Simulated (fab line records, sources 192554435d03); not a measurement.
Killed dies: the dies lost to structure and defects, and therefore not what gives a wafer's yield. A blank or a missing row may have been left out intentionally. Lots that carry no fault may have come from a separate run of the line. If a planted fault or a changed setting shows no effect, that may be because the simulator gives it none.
A struck lot beside a sound one :: flow n5 finfet :: 25 steps out of a route of 1938
Sound: the wafers L629.1, L629.2, L629.6. Wafers L615.1, L615.4, L615.6 were the ones struck. The cause is given at the end.
Order at every step that has rows: each side's tool, ch and its chambers, its first start. Under that, the readings that differ: sound wafers :: struck wafers :: difference of the means :: sigmas: that difference in standard deviations of wafers without a fault.
alike: a reading whose means differ by less than 2 such deviations, as well as words and numbers matching on both sides. not compared: withheld readings; readings where some wafer has no value; bounds like >300 that might hide an equal value; numbers whose values overlap and for which the record gives no deviation.
The two part at a step that has a row with sigmas, a row that says differs or no value, or rows on one side only. When numbers do not overlap yet have no deviation, they are printed without sigmas and do not part them. A reading missing from all wafers of one side parts the sides only when that side holds two or more wafers.

first, 11 steps without rows for these wafers: N5_BEOL_M1_DESCUM_16 (chemistry O2, time 7 s); N5_BEOL_M1_ETCH_74 (etches underlayer in N2/H2, target depth 6.5 nm, time 5.2 s); N5_BEOL_M1_ETCH_63 (etches SiARC in CF4, target depth 15.6 nm, time 26 s); N5_BEOL_M1_ETCH_64 (etches SOC in N2/H2, target depth 75 nm, overetch 15 nm, time 112.5 s); N5_BEOL_M1_STRIP_65 (strips in N2/H2); N5_BEOL_M1_STRIP_75 (strips in N2/H2); N5_BEOL_M1_STRIP_66 (strips in CF4); N5_BEOL_M1_HM_OPEN_17 (chemistry Cl2/BCl3, target TiN, target depth 20 nm, overetch 6 nm); N5_BEOL_M1_STRIP_19 (strips in O2); N5_BEOL_M1_COAT_67 (time 60 s, resist thk 60 nm); N5_BEOL_M1_COAT_68 (time 60 s, resist thk 12 nm).
N5_BEOL_M1_COAT_76: time 60 s, resist thk 5 nm.
  sound on litho track-03 ch 0, day 11 12:46; struck on litho track-03 ch 0, day 7 23:43
reading: spin speed rpm (rpm)
sound: 1500.1 1501.6 1501.1
struck: 1688.1 1688.2 1688.8
difference: +187.4
sigmas: +99 or more
  alike: resist line temp C
then, 7 steps without rows for these wafers: N5_BEOL_M1_COAT_22 (resist thk 30 nm); N5_BEOL_M1_EBR_24; N5_BEOL_M1_SOFTBAKE_23 (time 60 s); N5_BEOL_M1_EXPOSE_25 (exposes mask V0, defocus 5 nm, target cd 24 nm); N5_BEOL_M1_PEB_26 (peb time 60 s); N5_BEOL_M1_DEVELOP_27 (develop time 30 s); N5_BEOL_M1_DESCUM_33 (chemistry O2, time 7 s).
N5_BEOL_M1_ETCH_77: etches underlayer in N2/H2, target depth 6.5 nm, time 5.2 s.
  sound on rie diel-01 ch 0,1, day 11 13:20; struck on rie diel-01 ch 2,3, day 8 00:16
reading: etch rf on time s (s)
sound: 5.26 5.12 5.14
struck: 4.85 4.88 4.85
difference: -0.31
sigmas: -5

reading: rf vpp V (V)
sound: 527.0 528.0 528.3
struck: 524.6 519.1 521.5
difference: -6.0
sigmas: -3

reading: model.CAR-EUV_of_BEOL_M1_COAT_22.thk nm (nm)
sound: 20.6 20.4 20.4
struck: 20.8 20.8 20.8
difference: +0.3
sigmas: 

reading: model.etch.depth nm (nm)
sound: 4.994 4.993 5.005
struck: 4.724 4.716 4.724
difference: -0.276
sigmas: 
  alike: drypump motor current A, oes product au, showerhead plenum p Torr, throttle valve pct
  not compared: rf hours counter h
then, 2 steps without rows for these wafers: N5_BEOL_M1_ETCH_69 (etches SiARC in CF4, target depth 15.6 nm, time 26 s); N5_BEOL_M1_ALD_98 (deposits SiO2, target thk 2.5 nm, pulse time 1 s, co reactant pulse time 1 s).
N5_BEOL_M1_ETCHBACK_99: etches SiO2 in CHF3, target depth 5 nm, time 10.4 s.
  sound on rie diel-03 ch 0,1, day 11 21:55; struck on rie diel-06 ch 0,1,3, day 8 03:50
reading: oes_f_703_au (a.u.)
sound: 0.71 0.72 0.71
struck: 0.93 0.87 0.92
difference: +0.19
sigmas: +2

reading: oes product au (a.u.)
sound: 0.70 0.72 0.71
struck: 0.94 0.87 0.93
difference: +0.20
sigmas: +2

reading: model.CAR-EUV_of_BEOL_M1_COAT_22.thk nm (nm)
sound: 10.6 10.4 10.4
struck: 10.8 10.8 10.8
difference: +0.3
sigmas: 
  alike: drypump motor current A, rf vpp V, showerhead plenum p Torr, throttle valve pct
  not compared: rf hours counter h
then, 1 step without rows for these wafers: N5_BEOL_M1_ETCH_70 (etches SOC in N2/H2, target depth 80 nm, overetch 16 nm, time 120 s).
N5_BEOL_M4_RC_MEAS_101:
  sound on prober-01 ch 0, day 13 20:53; struck on prober-02 ch 0, day 9 17:52
  alike: DIBL_N, DIBL_P, IOFF_N, IOFF_P, ION_N, ION_P, SS_N, SS_P, VT_N, VT_P

## WHERE THEY PART
Last at N5_BEOL_M1_ETCHBACK_99 as far as this record goes, first at N5_BEOL_M1_COAT_76. Later steps at which nothing parts them and some readings are alike: N5_BEOL_M4_RC_MEAS_101.

WHY: the cause the simulator had injected
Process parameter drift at N5_BEOL_M1_COAT_76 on litho track-03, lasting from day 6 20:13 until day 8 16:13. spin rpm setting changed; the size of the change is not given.
